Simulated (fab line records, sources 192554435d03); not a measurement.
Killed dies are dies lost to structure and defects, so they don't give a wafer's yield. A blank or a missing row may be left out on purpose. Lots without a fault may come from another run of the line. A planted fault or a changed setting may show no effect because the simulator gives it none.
Split-lot experiment | flow n5_finfet | 7 lots, 21 wafers read, on a route of 1938 steps

THE SPLIT
At N5_BEOL_M0_SAQP_EXPOSE_37 (exposes mask M0 CUT1, target cd 30 nm), the setting dose_mj was moved away from the recipe's 44.75 on 8 of the 21 wafers read, by -4.7% to +5.4%. The other wafers ran this setting at the recipe's value.

FROM THE SPLIT TO THE READING: what the file shows between them, 2 steps
- N5_BEOL_M0_SAQP_PEB_38: peb time 60 s
- N5_BEOL_M0_SAQP_DEVELOP_39: develop time 30 s

THE READING
cd_nm, in nm, at N5_BEOL_M0_SAQP_CD_MEAS_40 (target cd 30 nm). Fault-free wafers of this fab line usually give 29.98 nm, standard deviation 0.23 nm.

wafer  | tool, chamber at the split | dose_mj as run | against the recipe | cd_nm, nm | against lot-mates on the recipe
L075.1 | euv_scanner-02, 0          | 44.75          | recipe             | 29.99     | -
L075.3 | euv_scanner-02, 0          | 47.17          | +5.4%              | 31.37     | +1.38
L075.4 | euv_scanner-02, 0          | 47.17          | +5.4%              | 31.21     | +1.22
L080.2 | euv_scanner-02, 0          | 43.01          | -3.9%              | 29.14     | -0.93
L080.4 | euv_scanner-02, 0          | 43.01          | -3.9%              | 29.09     | -0.98
L080.6 | euv_scanner-02, 0          | 44.75          | recipe             | 30.07     | -
L088.1 | euv_scanner-02, 0          | 44.75          | recipe             | 30.03     | -
L088.3 | euv_scanner-02, 0          | 44.75          | recipe             | 30.02     | -
L088.4 | euv_scanner-02, 0          | 44.75          | recipe             | 29.50     | -
L090.3 | euv_scanner-02, 0          | 44.75          | recipe             | 29.96     | -
L090.4 | euv_scanner-02, 0          | 44.75          | recipe             | 30.18     | -
L090.6 | euv_scanner-02, 0          | 43.37          | -3.1%              | 29.48     | -0.59
L091.3 | euv_scanner-02, 0          | 44.75          | recipe             | 30.14     | -
L091.5 | euv_scanner-02, 0          | 44.75          | recipe             | 29.71     | -
L091.6 | euv_scanner-02, 0          | 44.75          | recipe             | 29.84     | -
L093.2 | euv_scanner-01, 0          | 44.75          | recipe             | 30.02     | -
L093.3 | euv_scanner-01, 0          | 44.75          | recipe             | 29.72     | -
L093.6 | euv_scanner-01, 0          | 42.66          | -4.7%              | 28.84     | -1.03
L095.2 | euv_scanner-02, 0          | 46.72          | +4.4%              | 30.91     | +1.19
L095.3 | euv_scanner-02, 0          | 46.72          | +4.4%              | 30.72     | +1.00
L095.5 | euv_scanner-02, 0          | 44.75          | recipe             | 29.72     | -

THE FIT
A straight line over all 21 wafers: cd_nm changes by +0.222 nm for each +1% of dose_mj; r = +0.96; the points scatter about the line by 0.18 nm.
The same after taking each lot's own level away (the mean of its wafers on the recipe; 21 wafers): +0.237 nm for each +1%; r = +0.98; scatter 0.15 nm.
On that fit, the largest move of dose_mj shifts the reading by 1.3 nm.
The lots' own levels span 29.720 to 30.070 nm, that is 1.5 times the standard deviation above.
So the lot-to-lot level changes the slope little: the two slopes agree.
Check: with one of the wafers moved furthest among these (+5.4%) left out of the fit, the line predicts +1.27 nm for it against its lot-mates. It came out at +1.38 nm against them.

THE WHOLE CHAIN: every reading that the file lists as answering this split, in the file's order
step                       | what it does                                                | reading                                                             | change (the file's fit)               | r (the file's)
N5_BEOL_M0_SAQP_CD_MEAS_40 | target cd 30 nm                                             | cd_nm                                                               | +0.234 nm for each +1% of the setting | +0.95
N5_BEOL_M0_SAQP_DESCUM_45  | chemistry O2, time 7 s                                      | BEOL_M0_SAQP.cd_nm (the simulator's own value, which no gauge read) | +0.221 nm for each +1% of the setting | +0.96
N5_BEOL_M0_SAQP_ETCH_88    | etches underlayer in N2/H2, target depth 6.5 nm, time 5.2 s | BEOL_M0_SAQP.cd_nm (the simulator's own value, which no gauge read) | +0.213 nm for each +1% of the setting | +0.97
N5_BEOL_M0_SAQP_ETCH_49    | etches SiO2 in CF4/O2, target depth 37 nm                   | BEOL_M0_SAQP.cd_nm (the simulator's own value, which no gauge read) | +0.225 nm for each +1% of the setting | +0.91

THE FILE'S OWN FIT
cd_nm changes by +0.234 nm for each +1% of dose_mj, r = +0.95.
